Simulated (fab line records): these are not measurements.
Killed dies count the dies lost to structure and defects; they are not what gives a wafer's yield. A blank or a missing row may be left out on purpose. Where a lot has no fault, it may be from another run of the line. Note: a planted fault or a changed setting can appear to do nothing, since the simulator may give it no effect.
Matching of chambers ; flow nand-harc ; NHARC_A_CONTACT_DEP_58 on pecvd-04: 3 sister chambers
The step deposits SiON, target thk 60 nm. 3 wafers are shown with their chamber, then 7 later ones without.

## WAFERS PAIRED WITH THEIR CHAMBERS
wafer;chamber;heater-power-w (W)
L092.4;2;826
L090.1;0;722
L090.2;1;653

## WAFERS WITH NO CHAMBER GIVEN
wafer;heater-power-w (W)
L090.5;669
L093.3;695
L093.4;697
L093.6;710
L096.1;583
L096.2;683
L096.4;832

## WHICH CHAMBER EACH ONE RAN IN
wafer;from the rows above;in truth
L090.5;can't be placed: 1 or 0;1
L093.3;can't be placed: 0 or 1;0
L093.4;can't be placed: 0 or 1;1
L093.6;can't be placed: 0 or 1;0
L096.1;1;1
L096.2;can't be placed: 1 or 0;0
L096.4;2;2
Placed correctly: 2 of 7. Can't be placed from these rows: 5 (the true chamber is among the candidates in 5). Placed wrongly: 0.
How it was worked out, from the rows above alone: a wafer's distance from a chamber is the root of the sum, over the readings, of the square of ((its reading less the chamber's mean) divided by the reading's scatter). The wafer belongs to the nearest chamber; if the next one is less than 2 further off, it can't be placed. Each chamber's mean is taken over the wafers shown for it. The scatter: with one shown wafer a chamber, the root of the mean of the squares of how far each hidden wafer lies from its nearest shown one.
